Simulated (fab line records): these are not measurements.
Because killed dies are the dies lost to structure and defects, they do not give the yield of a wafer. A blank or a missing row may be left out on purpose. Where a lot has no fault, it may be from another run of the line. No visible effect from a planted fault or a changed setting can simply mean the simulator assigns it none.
Matching of chambers :: flow nandHarc :: NHARC_A_CONTACT_ETCH_97 on rieDiel-08 has 4 sister chambers
The step etches the open film in C4F6/O2, target depth 20 nm, time 10 s. 4 wafers are shown with their chamber, then 9 later ones without.

== WAFERS PAIRED WITH THEIR CHAMBERS ==
wafer: L835.4
chamber: 3
showerheadPlenumPTorr (Torr): 3.79

wafer: L837.1
chamber: 2
showerheadPlenumPTorr (Torr): 3.84

wafer: L841.2
chamber: 0
showerheadPlenumPTorr (Torr): 3.81

wafer: L841.5
chamber: 1
showerheadPlenumPTorr (Torr): 3.81

== WAFERS WITHOUT THEIR CHAMBER ==
wafer: L844.3
showerheadPlenumPTorr (Torr): 3.84

wafer: L844.4
showerheadPlenumPTorr (Torr): 3.81

wafer: L844.6
showerheadPlenumPTorr (Torr): 3.81

wafer: L846.1
showerheadPlenumPTorr (Torr): 3.77

wafer: L846.2
showerheadPlenumPTorr (Torr): 3.80

wafer: L846.3
showerheadPlenumPTorr (Torr): 3.84

wafer: L845.1
showerheadPlenumPTorr (Torr): 3.80

wafer: L845.2
showerheadPlenumPTorr (Torr): 3.84

wafer: L845.6
showerheadPlenumPTorr (Torr): 3.80

== EACH ONE'S CHAMBER ==
wafer: L844.3
from the rows above: 2
in truth: 2

wafer: L844.4
from the rows above: can't be placed: 0 or 1
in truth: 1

wafer: L844.6
from the rows above: can't be placed: 0 or 1
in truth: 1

wafer: L846.1
from the rows above: 3
in truth: 3

wafer: L846.2
from the rows above: can't be placed: 3 or 0 or 1
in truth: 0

wafer: L846.3
from the rows above: 2
in truth: 2

wafer: L845.1
from the rows above: can't be placed: 3 or 0 or 1
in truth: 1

wafer: L845.2
from the rows above: 2
in truth: 2

wafer: L845.6
from the rows above: can't be placed: 3 or 0 or 1
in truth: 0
Correctly placed: 4 of 9. From these rows, 5 cannot be placed; in 5 the true chamber is one of the candidates. Number placed wrongly: 0.
How it was worked out, from the rows above alone: a wafer's distance from a chamber is the root of the sum, over the readings, of the square of ((its reading less the chamber's mean) divided by the reading's scatter). If the next closest chamber is less than 2 further off than the closest, the wafer can't be placed; otherwise it belongs to the closest. For every chamber, the mean is computed from those of its wafers that are shown. The scatter: with one shown wafer a chamber, the root of the mean of the squares of how far each hidden wafer lies from its nearest shown one.
